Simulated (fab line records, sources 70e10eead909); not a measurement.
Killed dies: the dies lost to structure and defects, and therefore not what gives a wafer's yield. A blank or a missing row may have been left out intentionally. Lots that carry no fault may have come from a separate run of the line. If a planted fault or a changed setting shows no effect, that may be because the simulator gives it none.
fab line records + flow nandHarc
record:
- lots: 12
- wafers: 36
- lastDay: 23
route steps=1159 shown A_WL_FILL@816 END@1159
lots untouched by any fault: they come from a run of this same line in which no faults occurred
startH: start of the lot's first displayed wafer, in hours after the record's first day + waitH: hours elapsed since this lot's preceding step + " unchanged from the row above + L1.1+2: one row covering several wafers at once + - no value present, or no start provided + * or withheld: withheld + < > ~ a bound
route shown NAME@n: names a module that has steps shown in the file, with the first one's number in the route + usual: mean and standard deviation over wafers with no fault + same: alike in all rows + chamber/n: place in a boat + sites: per-site readings + _std_site: the values' standard deviation + _edge_site: the outer-site mean with the inner-site mean subtracted + radiusMm: how far each site lies from the wafer's centre + mask NAME#n: copy n + behind: the most recent tool/chamber to have shaped the wafer + hold: cause of the lot's hold/its duration in hours/its outcome + device: which transistor (n, p or np) failed to switch + end of line: tests run on the same wafers once the route is complete + where a step has no rows: the recipe by itself + killed: dies lost to structure and defects at the first sort, not the wafer's yield + map: per-die view of a wafer (x killed, . not killed, _ where there is no die)
set.NAME: the setting that was run; set.NAME@STEP: the one run at that earlier step + model.NAME: the simulator's own value behind a step, which no gauge read
one table for each step of the route and one row for each wafer, over a sample of lots
services: when a tool's chamber went out of use (startH, in hours from the record's first day, below 0 if earlier), for how many hours, and the reason
== steps ==
step: NHARC_A_WL_FILL_STRIP_27
recipe:
- powerW: 1500
- tempC: 250
- timeS: 20
- chemistry: N2/H2
usual:
- drypumpMotorCurrentA: 5.7/0.49
- heaterPowerW: 347/35
| lot.wafer | tool           | chamber | startH | waitH | drypumpMotorCurrentA | heaterPowerW | rfHoursCounterH |
|-----------|----------------|---------|--------|-------|----------------------|--------------|-----------------|
| L309.2    | plasmaAsher-02 | 0       | 349.41 | 0.1   | 6.1                  | 300          | 54              |
| L309.5    | "              | 1       | "      | "     | 6.2                  | 327          | -               |
| L309.6    | "              | 0       | "      | "     | 6.1                  | 322          | -               |
| L311.2    | plasmaAsher-01 | 0       | 352.21 | 0.1   | 5.7                  | 329          | 18              |
| L311.4    | "              | 1       | "      | "     | 5.0                  | 392          | -               |
| L311.6    | "              | 0       | "      | "     | 5.7                  | 328          | -               |
| L310.2    | plasmaAsher-01 | 0       | 357.60 | 0.3   | 5.6                  | 330          | 20              |
| L310.3    | "              | 1       | "      | "     | 4.9                  | 398          | -               |
| L310.5    | "              | 1       | "      | "     | 5.0                  | 390          | -               |
| L315.1    | plasmaAsher-01 | 1       | 378.42 | 0.2   | 4.9                  | 402          | 34              |
| L315.3    | "              | 1       | "      | "     | 5.0                  | 394          | -               |
| L315.5    | "              | 0       | "      | "     | 5.6                  | 332          | -               |
| L314.2    | plasmaAsher-01 | 1       | 382.29 | 0.2   | 5.0                  | 401          | 36              |
| L314.3    | "              | 1       | "      | "     | 5.0                  | 397          | -               |
| L314.6    | "              | 1       | "      | "     | 5.0                  | 395          | -               |
| L317.1    | plasmaAsher-01 | 0       | 399.07 | 0.1   | 5.7                  | 339          | 40              |
| L317.6    | "              | 1       | "      | "     | 5.0                  | 384          | -               |
| L317.5    | "              | 0       | "      | "     | 5.6                  | 334          | -               |
| L321.2    | plasmaAsher-02 | 0       | 411.76 | 0.1   | 6.1                  | 305          | 14              |
| L321.1    | "              | 1       | "      | "     | 6.2                  | 328          | 14              |
| L321.4    | "              | 0       | "      | "     | 6.1                  | 307          | -               |
| L319.1    | plasmaAsher-01 | 0       | 412.19 | 0.1   | 5.6                  | 327          | 45              |
| L319.3    | "              | 0       | "      | "     | 5.6                  | 337          | -               |
| L319.6    | "              | 1       | "      | "     | 5.0                  | 406          | -               |
| L320.2    | plasmaAsher-02 | 0       | 414.66 | 0.1   | 6.1                  | 304          | 14              |
| L320.1    | "              | 1       | "      | "     | 6.2                  | 328          | 14              |
| L320.6    | "              | 0       | "      | "     | 6.1                  | 303          | -               |
| L328.1    | plasmaAsher-01 | 0       | 444.78 | 0.2   | 5.6                  | 327          | 54              |
| L328.2    | "              | 1       | "      | "     | 5.0                  | 402          | 54              |
| L328.3    | "              | 0       | "      | "     | 5.6                  | 325          | -               |
| L326.3    | plasmaAsher-01 | 0       | 452.20 | 1.0   | 5.6                  | 332          | -               |
| L326.5    | "              | 1       | "      | "     | 5.0                  | 399          | -               |
| L326.6    | "              | 0       | "      | "     | 5.6                  | 328          | -               |
| L325.3    | plasmaAsher-02 | 0       | 455.45 | 1.4   | 6.1                  | 301          | -               |
| L325.6    | "              | 0       | "      | "     | 6.1                  | 303          | -               |
| L325.5    | "              | 1       | "      | "     | 6.2                  | 336          | -               |
step: NHARC_A_WL_FILL_ETCHBACK_26
recipe:
- targetDepthA: 520
- timeS: 13.3
- hbrFlowSccm: 150
- rfW: 350
- icpW: 350
- biasW: 60
- chemistry: HBr
usual:
- biasW: 60.05/0.17
- drypumpMotorCurrentA: 5.88/0.27
- oesProductAu: 1.001/0.0071
- runLengthS: 34.55/0.29
- throttleValvePct: 23.267/0.01
| lot.wafer | tool     | chamber | startH | waitH | biasW | drypumpMotorCurrentA | oesProductAu | rfHoursCounterH | runLengthS | throttleValvePct |
|-----------|----------|---------|--------|-------|-------|----------------------|--------------|-----------------|------------|------------------|
| L311.4    | rieSi-05 | 2       | 369.51 | 0.4   | 60.25 | 6.39                 | 1.002        | 0.8             | 34.88      | 23.257           |
| L311.2    | "        | 3       | "      | "     | 60.30 | 5.76                 | 1.008        | 1.0             | 34.80      | 23.267           |
| L311.6    | "        | 2       | "      | "     | 60.03 | 6.39                 | 1.005        | -               | 35.18      | 23.268           |
| L309.2    | rieSi-06 | 1       | 369.53 | 0.4   | 60.28 | 5.67                 | 0.994        | 0               | 33.97      | 23.280           |
| L309.6    | "        | 2       | "      | "     | 60.07 | 5.50                 | 1.003        | -               | 34.72      | 23.263           |
| L309.5    | "        | 0       | "      | "     | 59.90 | 5.96                 | 0.990        | -               | 34.83      | 23.283           |
| L310.3    | rieSi-02 | 2       | 372.75 | 0.4   | 60.20 | 5.93                 | 1.007        | 1.1             | 34.37      | 23.270           |
| L310.2    | "        | 0       | "      | "     | 59.99 | 6.03                 | 1.006        | 1.2             | 34.39      | 23.284           |
| L310.5    | "        | 2       | "      | "     | 60.07 | 5.89                 | 1.001        | -               | 34.20      | 23.275           |
| L315.1    | rieSi-06 | 3       | 395.27 | 0.4   | 60.18 | 6.12                 | 0.995        | 0               | 34.55      | 23.274           |
| L315.3    | "        | 0       | "      | "     | 60.28 | 5.96                 | 0.995        | 0.2             | 34.54      | 23.252           |
| L315.5    | "        | 0       | "      | "     | 60.10 | 5.93                 | 1.003        | -               | 34.58      | 23.246           |
| L314.3    | rieSi-06 | 0       | 395.37 | 0.5   | 59.94 | 5.96                 | 1.011        | 0.2             | 34.93      | 23.274           |
| L314.2    | "        | 1       | "      | "     | 59.95 | 5.66                 | 1.000        | 0.2             | 34.13      | 23.267           |
| L314.6    | "        | 3       | "      | "     | 60.34 | 6.18                 | 1.011        | -               | 34.85      | 23.250           |
| L317.1    | rieSi-05 | 1       | 414.73 | 0.4   | 60.01 | 5.71                 | 1.008        | 1.4             | 34.80      | 23.278           |
| L317.5    | "        | 3       | "      | "     | 59.98 | 5.77                 | 1.009        | -               | 34.99      | 23.262           |
| L317.6    | "        | 0       | "      | "     | 60.04 | 6.19                 | 1.007        | -               | 34.20      | 23.256           |
| L320.2    | rieSi-06 | 1       | 429.41 | 0.4   | 59.94 | 5.69                 | 0.995        | 0.5             | 34.36      | 23.270           |
| L320.1    | "        | 0       | "      | "     | 59.77 | 5.95                 | 1.002        | 0.5             | 34.46      | 23.257           |
| L320.6    | "        | 1       | "      | "     | 60.14 | 5.68                 | 0.990        | -               | 34.37      | 23.269           |
| L319.3    | rieSi-05 | 1       | 429.41 | 0.4   | 59.78 | 5.66                 | 0.993        | 0.1             | 34.49      | 23.268           |
| L319.1    | "        | 2       | "      | "     | 60.35 | 6.44                 | 1.000        | 0.1             | 34.50      | 23.256           |
| L319.6    | "        | 1       | "      | "     | 60.21 | 5.64                 | 0.995        | -               | 35.05      | 23.258           |
| L321.2    | rieSi-06 | 0       | 432.66 | 0.4   | 60.07 | 5.97                 | 0.999        | 0.5             | 35.09      | 23.273           |
| L321.4    | "        | 1       | "      | "     | 60.10 | 5.67                 | 0.995        | 0.5             | 34.11      | 23.264           |
| L321.1    | "        | 3       | "      | "     | 60.11 | 6.15                 | 1.007        | 0.3             | 34.53      | 23.259           |
| L328.2    | rieSi-05 | 2       | 460.28 | 0.4   | 60.16 | 6.41                 | 1.007        | 0.3             | 34.76      | 23.272           |
| L328.3    | "        | 3       | "      | "     | 60.03 | 5.78                 | 1.009        | 0.2             | 35.14      | 23.252           |
| L328.1    | "        | 1       | "      | "     | 60.06 | 5.67                 | 0.992        | 0.3             | 34.57      | 23.276           |
| L326.3    | rieSi-05 | 2       | 467.38 | 0.4   | 59.84 | 6.41                 | 1.012        | 0.3             | 34.67      | 23.265           |
| L326.5    | "        | 0       | "      | "     | -     | 6.18                 | 0.995        | -               | 31.58      | 23.271           |
| L326.6    | "        | 1       | "      | "     | 60.34 | 5.65                 | 0.990        | -               | 34.48      | 23.268           |
| L325.3    | rieSi-05 | 0       | 470.86 | 0.4   | 60.03 | 6.18                 | 1.001        | 0.3             | 34.31      | 23.272           |
| L325.5    | "        | 0       | "      | "     | -     | 6.18                 | 0.999        | -               | 31.08      | 23.262           |
| L325.6    | "        | 1       | "      | "     | 60.28 | 5.69                 | 0.988        | -               | 34.24      | 23.274           |
step: NHARC_A_WL_FILL_ALD_19
recipe:
- targetThkA: 20
- pulseTimeS: 3
- aldCycles: 100
- tempC: 450
- material: TiN
usual:
- heaterPowerW: 1088/100
- precursorPulseHeightRel: 1.001/0.019
| lot.wafer | tool        | chamber | startH | waitH | heaterPowerW | precursorPulseHeightRel | sinceWetCleanH |
|-----------|-------------|---------|--------|-------|--------------|-------------------------|----------------|
| L311.2    | aldMetal-01 | 0       | 369.77 | 0.1   | 1183         | 0.982                   | 80             |
| L311.4    | "           | 2       | "      | "     | 1197         | 0.979                   | 80             |
| L311.6    | "           | 0       | "      | "     | 1179         | 1.008                   | -              |
| L309.2    | aldMetal-01 | 3       | 369.95 | 0.3   | 1030         | 0.966                   | 80             |
| L309.5    | "           | 0       | "      | "     | 1188         | 0.974                   | -              |
| L309.6    | "           | 1       | "      | "     | 1174         | 0.990                   | -              |
| L310.3    | aldMetal-01 | 2       | 373.01 | 0.1   | 1204         | 1.004                   | 83             |
| L310.2    | "           | 0       | "      | "     | 1184         | 1.011                   | 83             |
| L310.5    | "           | 2       | "      | "     | 1201         | 0.990                   | -              |
| L315.1    | aldMetal-02 | 1       | 395.54 | 0.1   | 1274         | 0.976                   | 21             |
| L315.3    | "           | 2       | "      | "     | 1027         | 1.027                   | 22             |
| L315.5    | "           | 1       | "      | "     | 1255         | 1.004                   | -              |
| L314.2    | aldMetal-04 | 2       | 395.62 | 0.1   | 1046         | 0.983                   | 158            |
| L314.3    | "           | 3       | "      | "     | 1175         | 1.021                   | 158            |
| L314.6    | "           | 3       | "      | "     | 1196         | 0.990                   | -              |
| L317.1    | aldMetal-01 | 2       | 415.00 | 0.1   | 1206         | 1.016                   | 125            |
| L317.6    | "           | 2       | "      | "     | 1204         | 1.016                   | -              |
| L317.5    | "           | 3       | "      | "     | 1041         | 0.991                   | -              |
| L320.2    | aldMetal-02 | 1       | 429.67 | 0.1   | 1303         | 1.037                   | 56             |
| L320.1    | "           | 3       | "      | "     | 996          | 0.976                   | 56             |
| L320.6    | "           | 2       | "      | "     | 1050         | 0.982                   | -              |
| L319.3    | aldMetal-01 | 2       | 429.68 | 0.1   | 1206         | 1.018                   | 140            |
| L319.1    | "           | 0       | "      | "     | 1147         | 0.990                   | 140            |
| L319.6    | "           | 3       | "      | "     | 1010         | 1.005                   | -              |
| L321.2    | aldMetal-04 | 0       | 432.93 | 0.1   | 962          | 1.004                   | 17             |
| L321.4    | "           | 2       | "      | "     | 1037         | 0.988                   | 17             |
| L321.1    | "           | 3       | "      | "     | 1235         | 0.987                   | 17             |
| L328.1    | aldMetal-02 | 1       | 460.55 | 0.1   | 1282         | 1.010                   | 86             |
| L328.2    | "           | 2       | "      | "     | 1034         | 0.999                   | 87             |
| L328.3    | "           | 0       | "      | "     | 1019         | 0.991                   | 87             |
| L326.3    | aldMetal-04 | 0       | 467.63 | 0.1   | 984          | 1.014                   | 52             |
| L326.5    | "           | 0       | "      | "     | 966          | 1.001                   | -              |
| L326.6    | "           | 1       | "      | "     | 979          | 1.033                   | -              |
| L325.3    | aldMetal-02 | 1       | 471.17 | 0.1   | 1272         | 0.995                   | 97             |
| L325.6    | "           | 3       | "      | "     | 1007         | 0.997                   | -              |
| L325.5    | "           | 0       | "      | "     | 1037         | 1.008                   | -              |
step: NHARC_A_WL_FILL_CMP_12
recipe:
- tOverpolishS: 30
- targetThkNm: 75
usual:
- motorCurrentA: 12.4/1.5
- overpolishRunS: 30.000/0.0087
- timeToEndpointS: 14.9/2.2
| lot.wafer | tool   | chamber | startH | waitH | motorCurrentA | overpolishRunS | timeToEndpointS |
|-----------|--------|---------|--------|-------|---------------|----------------|-----------------|
| L311.2    | cmp-01 | 1       | 375.01 | 4.3   | 12.2          | 29.994         | 12.8            |
| L311.4    | "      | 2       | "      | "     | 11.2          | 30.002         | 13.1            |
| L311.6    | "      | 3       | "      | "     | 13.3          | 29.987         | 12.6            |
| L309.2    | cmp-04 | 1       | 379.34 | 3.7   | 11.7          | 30.001         | 13.3            |
| L309.6    | "      | 3       | "      | "     | 15.2          | 30.001         | 12.3            |
| L309.5    | "      | 0       | "      | "     | 10.1          | 30.014         | 10.8            |
| L310.3    | cmp-04 | 2       | 385.40 | 2.9   | 14.4          | 30.013         | 13.0            |
| L310.2    | "      | 3       | "      | "     | 15.3          | 30.014         | 17.0            |
| L310.5    | "      | 1       | "      | "     | 12.8          | 30.018         | 16.7            |
| L315.3    | cmp-01 | 0       | 403.66 | 3.0   | 10.7          | 30.004         | 16.1            |
| L315.1    | "      | 1       | "      | "     | 11.8          | 30.004         | 13.8            |
| L315.5    | "      | 3       | "      | "     | 13.8          | 30.007         | 14.0            |
| L314.2    | cmp-03 | 2       | 407.90 | 3.6   | 10.0          | 29.980         | 15.0            |
| L314.3    | "      | 1       | "      | "     | 11.8          | 30.008         | 15.6            |
| L314.6    | "      | 3       | "      | "     | 14.4          | 30.000         | 14.0            |
| L317.1    | cmp-01 | 0       | 421.37 | 3.6   | 11.0          | 29.995         | 16.2            |
| L317.5    | "      | 0       | "      | "     | 11.6          | 29.994         | 17.7            |
| L317.6    | "      | 1       | "      | "     | 12.4          | 29.991         | 18.1            |
| L320.2    | cmp-01 | 3       | 434.92 | 4.3   | 13.5          | 30.014         | 15.2            |
| L320.1    | "      | 0       | "      | "     | 11.1          | 30.013         | 15.5            |
| L320.6    | "      | 3       | "      | "     | 13.4          | 30.013         | 17.7            |
| L319.1    | cmp-04 | 0       | 434.98 | 3.7   | 10.5          | 29.987         | 16.9            |
| L319.3    | "      | 1       | "      | "     | 11.9          | 30.008         | 17.8            |
| L319.6    | "      | 0       | "      | "     | 10.1          | 30.003         | 17.8            |
| L321.2    | cmp-04 | 1       | 441.62 | 3.6   | 12.1          | 30.006         | 14.9            |
| L321.4    | "      | 2       | "      | "     | 14.9          | 29.995         | 14.6            |
| L321.1    | "      | 0       | "      | "     | 10.2          | 30.012         | 14.0            |
| L328.2    | cmp-01 | 2       | 465.74 | 4.3   | 11.3          | 29.998         | 10.6            |
| L328.3    | "      | 0       | "      | "     | 11.2          | 29.993         | 12.0            |
| L328.1    | "      | 1       | "      | "     | 12.3          | 29.993         | 11.9            |
| L326.3    | cmp-01 | 0       | 473.31 | 3.0   | 11.3          | 30.009         | 14.4            |
| L326.6    | "      | 3       | "      | "     | 13.8          | 30.010         | 14.9            |
| L326.5    | "      | 0       | "      | "     | 11.9          | 29.985         | 14.1            |
| L325.3    | cmp-03 | 2       | 477.70 | 3.0   | 10.2          | 29.999         | 17.8            |
| L325.5    | "      | 3       | "      | "     | 14.7          | 30.006         | 16.5            |
| L325.6    | "      | 0       | "      | "     | 12.6          | 29.999         | 11.4            |
step: NHARC_END_SORT_01
recipe:
- tempC: 25
usual:
- killedAtArray: 28/10
- killedAtOther: 0.6/0.85
- killedAtPeriphery: 3.3/2.3
- killedDies: 32/11
- killedOpen: 3.3/1.5
- killedShort: 2.1/1.4
same:
- grossDies: 677
| lot.wafer | tool      | chamber | startH | waitH | killedAtArray | killedAtOther | killedAtPeriphery | killedDies | killedOpen | killedShort |
|-----------|-----------|---------|--------|-------|---------------|---------------|-------------------|------------|------------|-------------|
| L315.1    | prober-02 | 0       | 481.85 | 2.5   | 31            | 0             | 5                 | 36         | 4          | 4           |
| L315.3    | prober-02 | 0       | 483.44 | 3.1   | 37            | 0             | 5                 | 42         | 6          | 0           |
| L315.5    | prober-02 | 0       | 485.02 | 3.7   | 35            | 4             | 3                 | 42         | 3          | 4           |
| L317.1    | prober-02 | 0       | 497.38 | 2.5   | 34            | 0             | 3                 | 37         | 3          | 2           |
| L317.5    | prober-02 | 0       | 500.64 | 3.8   | 27            | 2             | 4                 | 33         | 4          | 3           |
| L317.6    | prober-02 | 0       | 501.46 | 4.1   | 30            | 0             | 5                 | 35         | 6          | 3           |
| L320.1    | prober-01 | 0       | 507.00 | 2.5   | 41            | 0             | 3                 | 44         | 4          | 1           |
| L320.2    | prober-01 | 0       | 507.80 | 2.8   | 42            | 1             | 5                 | 48         | 5          | 1           |
| L320.6    | prober-01 | 0       | 510.99 | 4.0   | 35            | 2             | 3                 | 40         | 3          | 1           |
| L319.1    | prober-01 | 0       | 514.79 | 2.5   | 18            | 0             | 4                 | 22         | 3          | 2           |
| L319.3    | prober-01 | 0       | 516.37 | 3.1   | 23            | 0             | 5                 | 28         | 3          | 1           |
| L319.6    | prober-01 | 0       | 518.73 | 3.9   | 35            | 2             | 4                 | 41         | 4          | 2           |
| L321.1    | prober-02 | 0       | 522.83 | 2.5   | 36            | 1             | 6                 | 43         | 8          | 1           |
| L321.2    | prober-02 | 0       | 523.65 | 2.8   | 24            | 0             | 7                 | 31         | 5          | 2           |
| L321.4    | prober-02 | 0       | 525.30 | 3.5   | 24            | 2             | 4                 | 30         | 3          | 3           |
| L328.1    | prober-01 | 0       | 536.02 | 2.5   | 30            | 0             | 4                 | 34         | 4          | 1           |
| L328.2    | prober-01 | 0       | 536.81 | 2.8   | 28            | 0             | 5                 | 33         | 2          | 0           |
| L328.3    | prober-01 | 0       | 537.61 | 3.1   | 26            | 0             | 2                 | 28         | 1          | 1           |
| L326.3    | prober-01 | 0       | 554.81 | 3.1   | 38            | 1             | 2                 | 41         | 2          | 4           |
| L326.5    | prober-01 | 0       | 556.43 | 3.7   | 38            | 0             | 2                 | 40         | 2          | 0           |
| L326.6    | prober-01 | 0       | 557.24 | 4.0   | 46            | 1             | 4                 | 51         | 6          | 2           |
| L325.3    | prober-02 | 0       | 557.21 | 3.1   | 59            | 0             | 1                 | 60         | 3          | 1           |
| L325.5    | prober-02 | 0       | 558.82 | 3.7   | 51            | 0             | 0                 | 51         | 1          | 2           |
| L325.6    | prober-02 | 0       | 559.63 | 4.0   | 43            | 1             | 4                 | 48         | 5          | 2           |
killed by level:class
L315.1 A_SLIT:chamberFilmFlake=13 A_STAIRCASE:chamberFilmFlake=6 A_CHANNEL_HOLE_D1:chamberFilmFlake=4 P_GATE:geometricParticle:open=1 P_M1:geometricParticle:short=1 A_SOURCE_PLATE:geometricParticle:short=1 A_SOURCE_PLATE:geometricParticle:open=1 A_CHANNEL_FILL_D1:geometricParticle:short=1
L315.3 A_STAIRCASE:chamberFilmFlake=13 A_SLIT:chamberFilmFlake=12 P_GATE:chamberFilmFlake=4 A_CHANNEL_HOLE_D1:chamberFilmFlake=3 A_CONTACT:chamberFilmFlake=3 A_CONTACT:geometricParticle:open=2 A_M0:geometricParticle:open=2 A_SGD_CUT:geometricParticle:open=1
L315.5 A_SLIT:chamberFilmFlake=15 A_STAIRCASE:chamberFilmFlake=7 A_CHANNEL_HOLE_D1:chamberFilmFlake=4 THIN_TSV:chamberFilmFlake=4 A_CONTACT:geometricParticle:open=2 P_GATE:chamberFilmFlake=2 A_WL_FILL:chamberFilmFlake=2 P_M1:geometricParticle:short=1
L317.1 A_CHANNEL_HOLE_D1:chamberFilmFlake=20 A_STAIRCASE:chamberFilmFlake=4 A_CONTACT:chamberFilmFlake=4 A_SLIT:chamberFilmFlake=2 P_STI:geometricParticle:open=1 P_M2:geometricParticle:short=1 A_ONON_D1:geometricParticle:open=1 A_WL_FILL:geometricParticle:short=1
L317.5 A_CHANNEL_HOLE_D1:chamberFilmFlake=13 A_ONON_D1:geometricParticle:short=3 A_ONON_D1:geometricParticle:open=3 P_GATE:chamberFilmFlake=3 A_CONTACT:chamberFilmFlake=3 A_BLC:chamberFilmFlake=3 A_STAIRCASE:chamberFilmFlake=2 THIN_TSV:chamberFilmFlake=2
L317.6 A_CHANNEL_HOLE_D1:chamberFilmFlake=11 A_WL_FILL:chamberFilmFlake=5 A_CONTACT:chamberFilmFlake=4 A_STAIRCASE:chamberFilmFlake=3 P_CONTACT:geometricParticle:open=2 A_M0:geometricParticle:open=2 P_GATE:chamberFilmFlake=2 P_M0:geometricParticle:short=1
L320.1 A_SLIT:chamberFilmFlake=16 A_CHANNEL_HOLE_D1:chamberFilmFlake=14 A_BLC:chamberFilmFlake=5 A_CONTACT:chamberFilmFlake=3 P_CONTACT:geometricParticle:open=2 A_WL_FILL:geometricParticle:open=1 A_CONTACT:geometricParticle:open=1 A_M0:geometricParticle:short=1
L320.2 A_CHANNEL_HOLE_D1:chamberFilmFlake=17 A_SLIT:chamberFilmFlake=10 A_CONTACT:chamberFilmFlake=5 A_BLC:chamberFilmFlake=4 P_M0:geometricParticle:open=2 A_CHANNEL_FILL_D1:chamberFilmFlake=2 P_M2:geometricParticle:short=1 A_CHANNEL_HOLE_D1:geometricParticle:open=1
L320.6 A_CHANNEL_HOLE_D1:chamberFilmFlake=13 A_SLIT:chamberFilmFlake=11 A_CONTACT:chamberFilmFlake=3 A_CHANNEL_FILL_D1:chamberFilmFlake=2 A_CONTACT:geometricParticle:open=2 A_ZERO_WELL:chamberFilmFlake=2 A_BLC:chamberFilmFlake=2 P_GATE:geometricParticle:short=1
L319.1 A_CHANNEL_HOLE_D1:chamberFilmFlake=8 A_CONTACT:chamberFilmFlake=3 A_ZERO_WELL:chamberFilmFlake=2 A_STAIRCASE:chamberFilmFlake=2 P_CONTACT:geometricParticle:short=1 P_M0:geometricParticle:open=1 A_ONON_D1:geometricParticle:short=1 A_WL_FILL:geometricParticle:open=1
L319.3 A_CHANNEL_HOLE_D1:chamberFilmFlake=12 A_CONTACT:chamberFilmFlake=7 P_M1:chamberFilmFlake=2 P_CONTACT:geometricParticle:open=1 P_M0:geometricParticle:open=1 A_CHANNEL_FILL_D1:geometricParticle:short=1 A_CHANNEL_FILL_D1:geometricParticle:open=1 P_STI:chamberFilmFlake=1
L319.6 A_CHANNEL_HOLE_D1:chamberFilmFlake=20 A_STAIRCASE:chamberFilmFlake=5 A_CONTACT:chamberFilmFlake=4 P_CONTACT:geometricParticle:open=2 THIN_TSV:chamberFilmFlake=2 A_ONON_D1:geometricParticle:open=1 A_ONON_D1:geometricParticle:short=1 A_CHANNEL_FILL_D1:geometricParticle:short=1
L321.1 A_SLIT:chamberFilmFlake=16 A_CHANNEL_HOLE_D1:chamberFilmFlake=6 A_CONTACT:chamberFilmFlake=5 A_WL_FILL:geometricParticle:open=3 A_CONTACT:geometricParticle:open=2 P_GATE:chamberFilmFlake=2 A_STAIRCASE:chamberFilmFlake=2 P_GATE:geometricParticle:open=1
L321.2 A_SLIT:chamberFilmFlake=12 A_CONTACT:chamberFilmFlake=4 P_M1:chamberFilmFlake=3 A_CHANNEL_HOLE_D1:chamberFilmFlake=3 P_M1:geometricParticle:open=2 A_WL_FILL:geometricParticle:short=2 A_WL_FILL:geometricParticle:open=2 P_M0:geometricParticle:open=1
L321.4 A_SLIT:chamberFilmFlake=14 A_CONTACT:chamberFilmFlake=3 P_GATE:geometricParticle:open=2 A_WL_FILL:geometricParticle:short=2 A_CHANNEL_HOLE_D1:chamberFilmFlake=2 A_STAIRCASE:chamberFilmFlake=2 THIN_TSV:chamberFilmFlake=2 P_STI:geometricParticle:short=1
L328.1 A_CHANNEL_HOLE_D1:chamberFilmFlake=22 A_CONTACT:chamberFilmFlake=4 P_GATE:geometricParticle:short=1 P_CONTACT:geometricParticle:open=1 P_M0:geometricParticle:open=1 A_CHANNEL_FILL_D1:geometricParticle:open=1 A_BLC:geometricParticle:open=1 P_GATE:chamberFilmFlake=1
L328.2 A_CHANNEL_HOLE_D1:chamberFilmFlake=16 A_CONTACT:chamberFilmFlake=7 P_M1:chamberFilmFlake=3 A_CHANNEL_FILL_D1:chamberFilmFlake=2 P_M0:geometricParticle:open=1 A_CONTACT:geometricParticle:open=1 P_GATE:chamberFilmFlake=1 A_ZERO_WELL:chamberFilmFlake=1
L328.3 A_CHANNEL_HOLE_D1:chamberFilmFlake=19 A_STAIRCASE:chamberFilmFlake=3 P_STI:geometricParticle:short=1 A_CHANNEL_FILL_D1:geometricParticle:open=1 P_GATE:chamberFilmFlake=1 A_ZERO_WELL:chamberFilmFlake=1 A_WL_FILL:chamberFilmFlake=1 A_CONTACT:chamberFilmFlake=1
L326.3 A_SLIT:chamberFilmFlake=15 A_CONTACT:chamberFilmFlake=6 A_CHANNEL_HOLE_D1:chamberFilmFlake=5 A_ZERO_WELL:chamberFilmFlake=2 A_STAIRCASE:chamberFilmFlake=2 A_WL_FILL:chamberFilmFlake=2 A_BONDPAD:chamberFilmFlake=2 P_GATE:geometricParticle:open=1
L326.5 A_SLIT:chamberFilmFlake=15 A_CHANNEL_HOLE_D1:chamberFilmFlake=6 A_CONTACT:chamberFilmFlake=5 A_WL_FILL:chamberFilmFlake=4 A_STAIRCASE:chamberFilmFlake=3 A_ZERO_WELL:chamberFilmFlake=2 A_BONDPAD:chamberFilmFlake=2 P_CONTACT:geometricParticle:open=1
L325.3 A_CHANNEL_HOLE_D1:chamberFilmFlake=22 A_SLIT:chamberFilmFlake=20 A_STAIRCASE:chamberFilmFlake=6 A_CONTACT:chamberFilmFlake=6 A_ZERO_WELL:chamberFilmFlake=2 P_M0:geometricParticle:open=1 A_ONON_D1:geometricParticle:open=1 A_SGD_CUT:geometricParticle:short=1
L326.6 A_SLIT:chamberFilmFlake=16 A_CHANNEL_HOLE_D1:chamberFilmFlake=12 A_CONTACT:chamberFilmFlake=9 A_CHANNEL_FILL_D1:geometricParticle:open=3 A_ZERO_WELL:chamberFilmFlake=2 P_STI:geometricParticle:open=1 P_M1:geometricParticle:open=1 A_WL_FILL:geometricParticle:short=1
L325.5 A_SLIT:chamberFilmFlake=22 A_CHANNEL_HOLE_D1:chamberFilmFlake=20 A_CONTACT:chamberFilmFlake=4 A_STAIRCASE:chamberFilmFlake=2 A_ONON_D1:geometricParticle:open=1 A_CHANNEL_FILL_D1:geometricParticle:short=1 A_M0:geometricParticle:short=1
L325.6 A_CHANNEL_HOLE_D1:chamberFilmFlake=19 A_SLIT:chamberFilmFlake=13 A_CONTACT:chamberFilmFlake=3 P_CONTACT:geometricParticle:open=2 A_CHANNEL_FILL_D1:geometricParticle:short=2 A_ZERO_WELL:chamberFilmFlake=2 A_CHANNEL_FILL_D1:geometricParticle:open=1 A_STAIRCASE:geometricParticle:open=1
== services ==
| tool           | chamber | startH | hours | kind   |
|----------------|---------|--------|-------|--------|
| rieSi-06       | 3       | 344.37 | 5.4   | repair |
| rieSi-05       | 2       | 347.33 | 17.5  | repair |
| rieSi-05       | 0       | 352.58 | 4.6   | repair |
| cmp-04         | -       | 358.03 | 0.8   | repair |
| aldMetal-02    | 0       | 358.18 | 12.8  | repair |
| rieSi-06       | -       | 360.00 | 9.0   | pm     |
| plasmaAsher-02 | -       | 360.76 | 9.0   | pm     |
| aldMetal-02    | -       | 364.10 | 10.0  | pm     |
| cmp-01         | -       | 367.05 | 1.0   | repair |
| rieSi-05       | -       | 367.49 | 0.7   | repair |
| cmp-01         | -       | 375.53 | 4.0   | pm     |
| aldMetal-01    | 3       | 394.64 | 1.4   | repair |
| plasmaAsher-01 | -       | 395.71 | 0.6   | repair |
| cmp-04         | -       | 400.92 | 4.0   | pm     |
| cmp-01         | -       | 406.88 | 0.6   | repair |
| aldMetal-01    | 1       | 409.48 | 7.5   | repair |
| rieSi-05       | -       | 416.00 | 9.0   | pm     |
| rieSi-06       | -       | 428.14 | 0.4   | repair |
| rieSi-05       | 3       | 430.91 | 6.4   | repair |
| plasmaAsher-01 | -       | 431.37 | 4.1   | repair |
| plasmaAsher-02 | -       | 443.03 | 9.9   | repair |
| plasmaAsher-01 | -       | 453.14 | 9.0   | pm     |
| aldMetal-01    | -       | 458.00 | 10.0  | pm     |
| cmp-01         | -       | 473.53 | 4.0   | pm     |
== key ==
firstSign:
- step: NHARC_A_WL_FILL_ETCHBACK_26
- reading: runLengthS
- direction: down
- sigmas: 11
- usual: *
- struck: *
effect none on later readings
metAt NHARC_A_WL_FILL_ETCHBACK_26
struckLots L325,L326
struckWafers L325.5,L326.5
testerLeftOut L325,L326
notActingAt NHARC_A_WL_FILL_STRIP_27,NHARC_A_WL_FILL_ALD_19,NHARC_A_WL_FILL_CMP_12
onsetBetween 460.28 467.38
fault:
- kind: processParameterDrift
- tool: rieSi-05
- chamber: -
- onsetH: 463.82
- steps: NHARC_A_WL_FILL_ETCHBACK_26
- channel: timeS
- offset: *
- shape: step
- endH: 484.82
- scope: struckWafersOnly
- actsIn: *
- stated: *
testerLeftOut: of these lots the tester's yield and bins aren't shown, on N5 and GAA mostly nor the transistor test; their killed dies are dies lost to structure and defects alone, not to doping, threshold or leakage, so they don't give the yield
